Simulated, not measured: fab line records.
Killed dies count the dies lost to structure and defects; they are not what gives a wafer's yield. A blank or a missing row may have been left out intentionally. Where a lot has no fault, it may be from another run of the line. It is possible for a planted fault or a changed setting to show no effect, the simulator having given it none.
A struck lot beside a sound one + flow nandHarc + 13 steps out of a route of 1302
Sound: wafers L617.2, L617.3, L617.6. Struck: wafer L625.3; the same lot's L625.6 was not struck, so it is left out; see the end for the cause.
At each step with rows: each side's tool, then ch and its chambers, then its first start. Under that, the readings that differ: sound wafers + struck wafers + difference of the means + sigmas: that difference in standard deviations of wafers without a fault.
alike: readings with means less than 2 such deviations apart, plus words and numbers identical on both sides. not compared: withheld readings, readings lacking a value on some wafer, bounds such as >300 that could conceal the same value, and numbers that have no deviation in the record and whose values overlap.
A row with sigmas, a row that says differs or no value, or rows on one side alone: a step with any of these is where the two part. When numbers do not overlap yet have no deviation, they are printed without sigmas and do not part them. A reading that every wafer of one side lacks parts them only if that side has two wafers or more.

NHARC_A_WL_FILL_ALD_02: deposits TiN, target thk 2 nm, pulse time 3 s, ald cycles 100.
  sound on aldMetal-04 ch 1,2,3, day 22 21:46; struck on aldMetal-03 ch 2, day 26 10:47
  alike: heaterPowerW, precursorPulseHeightRel
NHARC_A_WL_FILL_CVD_03: deposits W, target thk 40 nm, time 279 s.
  sound on cvdW-01 ch 0,1, day 22 22:10; struck on cvdW-01 ch 0, day 26 11:20
  alike: heaterPowerW, mfcWf6Sccm, throttleValvePct
NHARC_A_WL_FILL_ETCHBACK_04: etches the open film in NF3, target depth 60 nm, time 120 s.
  sound on rieMetal-01 ch 0,1, day 22 22:32; struck on rieMetal-02 ch 1, day 26 11:43
  alike: chamberPressureMTorr, drypumpMotorCurrentA, oesProductAu, runLengthS
  not compared: rfHoursCounterH
NHARC_A_WL_FILL_ETCHBACK_05: etches the open film in Cl2/BCl3, target depth 22 nm, time 60 s.
  sound on rieMetal-01 ch 0, day 22 22:49; struck on rieMetal-02 ch 1, day 26 11:54
| reading                  | sound       | struck | difference | sigmas |
|--------------------------|-------------|--------|------------|--------|
| drypumpMotorCurrentA (A) | 5.3 5.3 5.4 | 6.7    | +1.4       | +2     |
  alike: chamberPressureMTorr, oesProductAu, runLengthS
  not compared: rfHoursCounterH
then, 6 steps without rows for these wafers: NHARC_A_WL_FILL_STRIP_27 (strips in N2/H2, time 20 s); NHARC_A_WL_FILL_STRIP_28 (strips in post etch residue remover, time 1200 s); NHARC_A_WL_FILL_PRECLEAN_06 (cleans in DIW, time 300 s); NHARC_A_WL_FILL_SRD_07; NHARC_A_WL_FILL_ANNEAL_08 (time 1800 s); NHARC_A_WL_FILL_ALD_10 (deposits SiO2, target thk 50 nm, pulse time 10 s, ald cycles 500).
NHARC_A_WL_FILL_ETCHBACK_16: etches the open film in C4F8/O2/Ar, target depth 120 nm, time 24 s.
  sound on rieDiel-10 ch 0,2, day 23 12:59; struck on rieDiel-10 ch 3, day 27 00:43
| reading        | sound          | struck | difference | sigmas |
|----------------|----------------|--------|------------|--------|
| runLengthS (s) | 45.4 45.1 44.8 | 25.4   | -19.7      | -47    |
  alike: chamberPressureMTorr, oesProductAu, rfVppV
  not compared: rfHoursCounterH
NHARC_A_WL_FILL_STRIP_29: strips in O2, time 20 s.
  sound on rieDiel-10 ch 0,2,3, day 23 13:05; struck on rieDiel-10 ch 0, day 27 00:49
| reading    | sound          | struck | difference | sigmas |
|------------|----------------|--------|------------|--------|
| rfVppV (V) | 57.3 56.0 58.4 | 59.2   | +2.0       | +2     |
  alike: chamberPressureMTorr, drypumpMotorCurrentA, oesProductAu, showerheadPlenumPTorr, throttleValvePct
  not compared: rfHoursCounterH
-- record jumps: 4 days between struck wafers' starts before vs after; left off in module A_WL_FILL, resumes in module END, first step shown is number 1302 of the route --
NHARC_END_SORT_01:
  at this point the record logs the struck wafers (prober-02 ch 0, day 30 16:32) and has no rows for the sound ones

== WHERE THEY PART ==
At NHARC_A_WL_FILL_ETCHBACK_05 first; at NHARC_END_SORT_01 last (within this record only).

WHY: the cause the simulator had injected
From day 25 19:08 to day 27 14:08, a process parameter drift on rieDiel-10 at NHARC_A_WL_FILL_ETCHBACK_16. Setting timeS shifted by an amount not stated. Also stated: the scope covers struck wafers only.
